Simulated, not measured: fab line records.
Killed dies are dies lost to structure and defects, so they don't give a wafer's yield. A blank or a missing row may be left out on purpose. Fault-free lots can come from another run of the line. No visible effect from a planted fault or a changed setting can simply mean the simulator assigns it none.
Matching of chambers -- flow n5Finfet -- 3 sister chambers for N5_BEOL_M8_DEP_56 on pecvd-02
The step deposits SiCN from 3MS/NH3, target thk 10 nm, time 17.5 s. 16 wafers are shown with their chamber, then 8 later ones without.

## EACH WAFER AND ITS CHAMBER
wafer,chamber,throttleValvePct (%),showerheadPlenumPTorr (Torr)
L076.1,2,9.1,3.661
L076.2,1,9.4,3.672
L076.3,0,9.2,3.665
L077.3,1,9.5,3.671
L077.4,2,9.0,3.658
L077.5,1,9.5,3.663
L083.2,0,9.3,3.665
L083.3,1,9.6,3.681
L083.6,1,9.6,3.674
L085.1,0,9.3,3.660
L085.2,1,9.3,3.666
L085.6,2,9.2,3.651
L087.3,0,9.2,3.656
L087.4,2,9.1,3.654
L087.5,0,9.3,3.659
L090.4,0,9.3,3.658

SIGNATURES (means of the wafers above)
reading,chamber 0,chamber 1,chamber 2,scatter within a chamber
throttleValvePct,9.267,9.483,9.100,0.0884
showerheadPlenumPTorr,3.66050,3.67117,3.65600,0.00501
Rule: for a wafer and a chamber, the distance is found by dividing, reading by reading, the gap between the wafer's reading and the chamber's mean by the reading's scatter, squaring, summing and taking the root. The wafer belongs to the nearest chamber; if the next one is less than 2 further off, it can't be placed. The scatter is the square root of a quotient: the sum, over the shown wafers, of each reading's squared deviation from its chamber's mean, divided by wafers minus chambers.

## WAFERS WHOSE CHAMBER IS MISSING
wafer,throttleValvePct (%),showerheadPlenumPTorr (Torr)
L090.5,9.4,3.672
L090.6,9.2,3.648
L093.1,9.1,3.646
L093.4,8.7,3.659
L093.5,9.3,3.657
L097.2,9.2,3.655
L097.4,9.6,3.678
L097.5,9.3,3.661

## WHICH CHAMBER EACH ONE RAN IN
wafer,from the rows above,in truth
L090.5,can't be placed: 1 or 0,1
L090.6,can't be placed: 2 or 0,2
L093.1,can't be placed: 2 or 0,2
L093.4,can't be placed: 2 or 0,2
L093.5,can't be placed: 0 or 2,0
L097.2,can't be placed: 2 or 0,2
L097.4,1,1
L097.5,0,0
Correctly placed: 2 of 8. Can't be placed from these rows: 6 (the true chamber is among the candidates in 6). Wrongly placed: 0.
